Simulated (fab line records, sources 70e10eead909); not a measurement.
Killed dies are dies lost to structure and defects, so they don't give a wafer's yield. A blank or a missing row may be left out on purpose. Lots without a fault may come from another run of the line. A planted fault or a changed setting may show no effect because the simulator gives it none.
fab line records | flow nand_harc
record lots=13 wafers=38 last_day=24
route steps=1159 shown A_STAIRCASE@599 END@1159
lots that met no fault: from a run of the same line without faults
start_h: hours from the record's first day to the start of the lot's first wafer shown | wait_h: hours since the lot's step before | " the same as in the row above | L1.1+2: a row that stands for several wafers | - no value, or no start given | * or withheld: withheld | < > ~ a bound
route shown NAME@n: a module of which the file shows steps, and the number in the route of the first | usual: mean/standard deviation of fault-free wafers | same: alike in all rows | chamber/n: place in a boat | sites: the reading at each site | _std_site: their standard deviation | _edge_site: outer sites' mean less inner sites' | radius_mm: how far each site lies from the wafer's centre | mask NAME#n: copy n | behind: the tool/chamber that last shaped the wafer | hold: why the lot was held/for how many hours/how that ended | device: the transistor (n, p or np) that didn't switch | end of line: the same wafers' tests at the end of the route | a step without rows: its recipe alone | killed: dies lost to structure and defects at the first sort, not the wafer's yield | map: a wafer's dies, x killed, . not, _ none there
set.NAME: the setting as run; set.NAME@STEP: as run at that earlier step | model.NAME: the simulator's own value behind a step, which no gauge read
steps of the route over a sample of lots; a table a step, a row a wafer
services: from which hour (start_h, from the record's first day; less than 0 if before it) a tool's chamber was out of use, for how many hours, and why
## steps
# step NHARC_A_STAIRCASE_STRIP_205
# recipe power_w=1500 temp_c=250 chemistry=O2
# usual drypump_motor_current_A=5.8/0.49 heater_power_w=332/27 rf_refl_power_W=13.8/0.87
# columns lot.wafer tool chamber start_h wait_h drypump_motor_current_A heater_power_w rf_hours_counter_h rf_refl_power_W
L463.2 plasma_asher-02 1 263.28 0.1 6.4 347 24 14.4
L463.1 " 0 " " 5.2 309 24 12.4
L463.6 " 0 " " 5.3 318 - 12.6
L461.2 plasma_asher-01 0 265.76 0.1 5.3 310 56 14.6
L461.4 " 0 " " 5.3 311 - 14.7
L461.6 " 1 " " 6.1 345 - 14.4
L464.1 plasma_asher-02 1 266.71 0.1 6.4 350 25 -
L464.2 " 0 " " 5.2 306 25 -
L464.3 " 1 " " 6.4 354 - -
L465.2 plasma_asher-02 0 290.85 0.1 5.2 316 35 12.0
L465.5 " 0 " " 5.2 306 - 12.8
L465.6 " 1 " " 6.4 349 - 14.6
L467.1 plasma_asher-02 1 291.32 0.1 6.4 346 35 14.2
L467.3 " 1 " " 6.4 345 - 14.6
L467.6 " 1 " " 6.4 341 - 13.9
L468.4 plasma_asher-01 1 297.78 0.2 6.1 364 - -
L468.5 " 0 " " 5.4 301 - -
L468.6 " 1 " " 6.1 378 - -
L472.1 plasma_asher-01 1 334.00 0.1 6.1 373 15 13.7
L472.6 " 1 " " 6.2 373 - 14.0
L476.1 plasma_asher-02 0 340.27 0.3 5.2 311 50 -
L476.3 " 0 " " 5.3 306 - -
L476.6 " 0 " " 5.3 303 - -
L480.1 plasma_asher-01 1 356.75 0.1 6.1 372 25 14.3
L480.5 " 1 " " 6.1 374 - 14.2
L480.6 " 0 " " 5.4 310 - 14.5
L479.2 plasma_asher-01 0 360.92 0.1 5.4 301 25 -
L479.3 " 0 " " 5.4 304 - -
L479.6 " 0 " " 5.4 298 - -
L477.1 plasma_asher-01 0 361.15 0.3 5.3 299 25 -
L477.6 " 0 " " 5.4 319 - -
L477.5 " 1 " " 6.2 364 - -
L481.3 plasma_asher-02 0 372.72 0.2 5.3 309 - 12.1
L481.4 " 1 " " 6.4 349 - 14.8
L481.6 " 1 " " 6.4 344 - 13.8
L482.3 plasma_asher-01 1 373.02 0.2 6.1 374 - 13.8
L482.6 " 0 " " 5.3 303 - 14.7
L482.5 " 1 " " 6.2 377 - 13.7
# step NHARC_A_STAIRCASE_DESCUM_219
# recipe time_s=3 o2_flow_sccm=200 ar_flow_sccm=0 bias_power_w=0 chemistry=O2
# usual drypump_motor_current_A=5.9/0.3 oes_product_au=0.998/0.0065 rf_vpp_V=57.9/0.89 showerhead_plenum_p_Torr=1.94/0.076 throttle_valve_pct=11.311/0.0085
# columns lot.wafer tool chamber start_h wait_h drypump_motor_current_A oes_product_au rf_hours_counter_h rf_vpp_V showerhead_plenum_p_Torr throttle_valve_pct
L463.2 rie_diel-08 1 264.68 - 5.2 0.996 48 57.9 1.97 11.313
L463.1 " 2 " " 5.6 0.985 39 58.4 1.82 11.307
L463.6 " 1 " " 5.2 0.987 - 58.4 1.97 11.308
L461.4 rie_diel-13 0 268.03 - 5.8 1.007 67 55.6 1.77 11.319
L461.2 " 1 " " 6.2 1.007 68 56.8 1.87 11.314
L461.6 " 3 " " 6.3 1.005 - 56.9 1.99 11.303
L464.3 rie_diel-13 0 268.27 - 5.8 0.990 67 56.8 1.77 11.310
L464.1 " 1 " " 6.2 1.007 68 57.9 1.87 11.319
L464.2 " 2 " " 5.8 0.999 65 58.3 1.93 11.320
L465.2 rie_diel-05 3 292.40 - 6.2 0.996 44 57.8 1.93 11.291
L465.5 " 1 " " 5.9 1.004 - 57.2 2.02 11.310
L465.6 " 2 " " 5.6 1.018 - 59.1 1.92 11.311
L467.3 rie_diel-08 2 292.84 - 5.6 0.983 49 57.5 1.82 11.306
L467.1 " 3 " " 5.7 0.999 55 56.9 1.86 11.322
L467.6 " 3 " " 5.7 0.999 - 58.4 1.86 11.305
L468.4 rie_diel-13 2 299.25 - 5.8 1.007 6 56.8 1.93 11.304
L468.5 " 1 " " 6.2 0.997 - 58.2 1.86 11.306
L468.6 " 2 " " 5.8 0.999 - 58.1 1.93 11.311
L472.1 rie_diel-13 2 335.50 - 5.8 1.004 16 58.8 1.93 11.306
L472.6 " 2 " " 5.8 0.997 - 57.3 1.93 11.315
L476.3 rie_diel-08 0 341.74 - 6.0 0.993 10 57.9 1.99 11.314
L476.1 " 2 " " 5.6 1.000 11 56.0 1.82 11.303
L476.6 " 0 " " 6.0 0.989 - 59.3 1.99 11.319
L480.1 rie_diel-05 2 358.29 - 5.6 0.996 4 57.9 1.91 11.311
L480.5 " 3 " " 6.2 0.990 - 58.3 1.93 11.311
L480.6 " 0 " " 6.1 0.993 - 56.3 2.03 11.304
L479.2 rie_diel-05 1 362.27 - 5.9 0.998 5 59.0 2.01 11.305
L479.3 " 3 " " 6.2 0.991 6 58.5 1.93 11.310
L479.6 " 1 " " 5.9 0.999 - 57.2 2.01 11.323
L477.1 rie_diel-13 1 362.67 - 6.2 1.001 33 58.0 1.85 11.315
L477.6 " 0 " " 5.9 0.990 - 58.2 2.07 11.312
L477.5 " 1 " " 6.2 0.998 - 57.0 1.85 11.309
L481.3 rie_diel-05 0 374.02 - 6.1 0.995 10 58.2 2.03 11.307
L481.6 " 3 " " 6.3 0.992 - 56.8 1.92 11.310
L481.4 " 1 " " 5.9 0.998 - 57.3 2.01 11.320
L482.3 rie_diel-05 1 374.45 - 5.9 1.001 9 56.2 2.01 11.300
L482.6 " 1 " " 5.9 1.003 - 57.8 2.01 11.317
L482.5 " 3 " " 6.2 0.985 - 57.7 1.92 11.321
# step NHARC_A_STAIRCASE_ETCH_223
# recipe target_depth_a=1000 time_s=40.5 ion_energy_ev=400 c4f8_flow_sccm=20 o2_flow_sccm=10 ar_flow_sccm=withheld rf_w=600 bias_w=1000 chemistry=C4F8/O2
# usual oes_product_au=0.937/0.0093 rf_vpp_V=898/4.5
# columns lot.wafer tool chamber start_h wait_h oes_product_au rf_hours_counter_h rf_vpp_V
L463.2 rie_diel-08 1 - - 0.931 48 899
L463.1 " 2 " " 0.932 39 889
L463.6 " 0 " " 0.936 - 900
L461.2 rie_diel-13 2 - - 0.943 65 897
L461.4 " 3 " " 0.927 29 901
L461.6 " 2 " " 0.939 - 897
L464.3 rie_diel-13 1 - - 0.933 68 893
L464.1 " 2 " " 0.940 66 898
L464.2 " 3 " " 0.934 29 900
L465.2 rie_diel-05 1 - - 0.930 39 903
L465.5 " 2 " " 0.956 - 897
L465.6 " 3 " " 0.934 - 899
L467.1 rie_diel-08 3 - - 0.947 56 895
L467.3 " 0 " " 0.951 58 902
L467.6 " 3 " " 0.944 - 892
L468.4 rie_diel-13 1 - - 0.929 6 893
L468.5 " 3 " " 0.946 - 900
L468.6 " 0 " " 0.947 - 906
L472.1 rie_diel-13 3 - - 0.943 21 900
L472.6 " 2 " " 0.929 - 898
L476.3 rie_diel-08 1 - - 0.930 11 899
L476.1 " 3 " " 0.923 10 893
L476.6 " 1 " " 0.925 - 899
L480.1 rie_diel-05 1 - - 0.952 4 905
L480.5 " 0 " " 0.937 - 903
L480.6 " 1 " " 0.945 - 901
L479.2 rie_diel-05 2 - - 0.940 5 897
L479.3 " 3 " " 0.928 6 898
L479.6 " 2 " " 0.941 - 896
L477.1 rie_diel-13 3 - - 0.927 33 901
L477.5 " 0 " " 0.923 - 904
L477.6 " 1 " " 0.939 - 893
L481.3 rie_diel-05 3 - - 0.919 10 898
L481.4 " 3 " " 0.918 - 896
L481.6 " 1 " " 0.930 - 902
L482.3 rie_diel-05 1 - - 0.938 10 901
L482.6 " 1 " " 0.941 - 900
L482.5 " 2 " " 0.956 - 898
# step NHARC_A_STAIRCASE_ETCH_227
# recipe target_depth_a=1000 time_s=40.5 ion_energy_ev=400 c4f8_flow_sccm=20 o2_flow_sccm=10 ar_flow_sccm=withheld rf_w=600 bias_w=1000 chemistry=C4F8/O2
# usual oes_product_au=0.941/0.0092 rf_vpp_V=898/5.1
# columns lot.wafer tool chamber start_h wait_h oes_product_au rf_hours_counter_h rf_vpp_V
L463.2 rie_diel-08 1 265.61 - 0.935 48 900
L463.1 " 2 " " 0.938 39 891
L463.6 " 0 " " 0.941 - 903
L461.4 rie_diel-13 0 269.72 - 0.938 69 887
L461.2 " 1 " " 0.940 69 891
L461.6 " 0 " " 0.946 - 887
L464.1 rie_diel-13 3 270.03 - 0.950 30 900
L464.2 " 0 " " 0.936 69 886
L464.3 " 2 " " 0.940 66 897
L465.2 rie_diel-05 1 293.45 - 0.941 40 902
L465.6 " 0 " " 0.948 - 904
L465.5 " 1 " " 0.944 - 902
L467.1 rie_diel-08 0 294.02 - 0.942 58 902
L467.3 " 2 " " 0.948 50 889
L467.6 " 0 " " 0.945 - 901
L468.4 rie_diel-13 3 300.36 - 0.938 6 900
L468.5 " 0 " " 0.917 - 906
L468.6 " 1 " " 0.939 - 893
L472.1 rie_diel-13 3 336.52 - 0.946 21 901
L472.6 " 1 " " 1.113 - 891
L476.1 rie_diel-08 3 342.80 - 0.938 11 892
L476.3 " 1 " " 0.937 11 899
L476.6 " 3 " " 0.940 - 892
L480.1 rie_diel-05 1 359.20 - 0.932 4 903
L480.5 " 3 " " 0.921 - 896
L480.6 " 0 " " 0.929 - 903
L479.3 rie_diel-05 0 363.39 - 0.940 6 903
L479.2 " 2 " " 0.946 5 896
L479.6 " 1 " " 0.930 - 901
L477.1 rie_diel-13 2 363.76 - 0.933 30 896
L477.6 " 3 " " 1.091 - 900
L477.5 " 0 " " 0.940 - 905
L481.4 rie_diel-05 1 376.37 - 0.932 10 902
L481.3 " 2 " " 0.949 9 895
L481.6 " 0 " " 0.937 - 902
L482.3 rie_diel-05 3 376.68 - 0.931 11 897
L482.6 " 3 " " 0.926 - 897
L482.5 " 0 " " 0.937 - 903
# step NHARC_END_SORT_01
# recipe temp_c=25
# usual killed_at_array=31/12 killed_at_other=0.6/0.85 killed_at_periphery=3.0/2.3 killed_dies=35/12 killed_open=3.2/1.9 killed_short=1.8/1.4
# same gross_dies=677
# columns lot.wafer tool chamber start_h wait_h killed_at_array killed_at_other killed_at_periphery killed_dies killed_open killed_short
L472.1 prober-02 0 541.51 2.5 46 0 1 47 5 2
L472.6 prober-02 0 545.50 4.0 655 1 2 658 5 1
L477.1 prober-02 0 564.92 2.5 29 0 5 34 1 2
L477.5 prober-02 0 568.10 3.7 27 0 10 37 2 2
L477.6 prober-02 0 568.90 4.0 516 0 5 521 6 3
# killed by level:class
L472.1 A_SLIT:chamber_film_flake=16 A_CHANNEL_HOLE_D1:chamber_film_flake=12 A_STAIRCASE:chamber_film_flake=6 A_CONTACT:geometric_particle:open=3 A_CONTACT:geometric_particle:short=2 A_ZERO_WELL:chamber_film_flake=2 A_CONTACT:chamber_film_flake=2 A_ONON_D1:geometric_particle:open=1
L472.6 A_STAIRCASE:area_etch=617 A_SLIT:chamber_film_flake=17 A_CHANNEL_HOLE_D1:chamber_film_flake=8 A_STAIRCASE:chamber_film_flake=6 A_CONTACT:chamber_film_flake=2 P_STI:geometric_particle:short=1 A_ONON_D1:geometric_particle:open=1 A_CHANNEL_FILL_D1:geometric_particle:open=1
L477.1 A_CHANNEL_HOLE_D1:chamber_film_flake=21 P_STI:chamber_film_flake=3 A_CONTACT:chamber_film_flake=3 A_SOURCE_PLATE:geometric_particle:short=1 A_CONTACT:geometric_particle:open=1 A_M1:geometric_particle:short=1 P_ZERO_WELL:chamber_film_flake=1 P_CONTACT:chamber_film_flake=1
L477.5 A_CHANNEL_HOLE_D1:chamber_film_flake=18 A_CONTACT:chamber_film_flake=7 P_CONTACT:chamber_film_flake=6 P_CONTACT:geometric_particle:short=2 P_ZERO_WELL:chamber_film_flake=2 A_ONON_D1:geometric_particle:open=1 A_CHANNEL_FILL_D1:geometric_particle:open=1
L477.6 A_STAIRCASE:area_etch=483 A_CHANNEL_HOLE_D1:chamber_film_flake=18 A_CONTACT:chamber_film_flake=5 A_CHANNEL_FILL_D1:geometric_particle:short=2 A_M0:geometric_particle:open=2 P_STI:chamber_film_flake=2 P_CONTACT:chamber_film_flake=2 P_CONTACT:geometric_particle:open=1
## services
# columns tool chamber start_h hours kind
rie_diel-05 0 246.94 - clean
rie_diel-05 1 246.94 - clean
rie_diel-05 2 246.94 - clean
rie_diel-05 3 246.94 - clean
rie_diel-13 3 261.93 3.9 repair
rie_diel-05 1 263.63 6.6 repair
rie_diel-05 0 271.44 - clean
rie_diel-05 1 271.44 - clean
rie_diel-05 2 271.44 - clean
rie_diel-05 3 271.44 - clean
plasma_asher-01 - 276.00 9.0 pm
rie_diel-13 - 276.14 9.0 pm
rie_diel-05 0 296.01 - clean
rie_diel-05 1 296.01 - clean
rie_diel-05 2 296.01 - clean
rie_diel-05 3 296.01 - clean
rie_diel-08 - 302.18 9.0 pm
rie_diel-05 0 320.51 - clean
rie_diel-05 1 320.51 - clean
rie_diel-05 2 320.51 - clean
rie_diel-08 3 325.44 4.3 repair
rie_diel-05 - 341.54 9.0 pm
plasma_asher-02 - 360.65 9.0 pm
rie_diel-05 2 373.55 2.0 repair
## key
first_sign step=NHARC_A_STAIRCASE_ETCH_227 reading=oes_product_au direction=up sigmas=18 usual=0.941 struck=1.102
effect step=NHARC_END_SORT_01 reading=killed_dies direction=up sigmas=48 usual=35 struck=590
more_kills_born_at NHARC_A_STAIRCASE_ETCH_227@rie_diel-13=1100
met_at NHARC_A_STAIRCASE_ETCH_227
struck_lots L472,L477
struck_wafers L472.6,L477.6
later_rows_left_out L472.6,L477.6
tester_left_out L472,L477
not_acting_at NHARC_A_STAIRCASE_STRIP_205,NHARC_A_STAIRCASE_DESCUM_219,NHARC_A_STAIRCASE_ETCH_223
onset_between 300.36 336.52
fault kind=process_parameter_drift tool=rie_diel-13 chamber=- onset_h=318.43 steps=NHARC_A_STAIRCASE_ETCH_227 channel=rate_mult offset=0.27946 shape=step end_h=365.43 scope=struck_wafers_only
# tester_left_out: of these lots the tester's yield and bins aren't shown, on N5 and GAA mostly nor the transistor test; their killed dies are dies lost to structure and defects alone, not to doping, threshold or leakage, so they don't give the yield
# later_rows_left_out: the simulator's readings of these wafers behind a module that went badly wrong aren't trusted and aren't shown, but for the sort
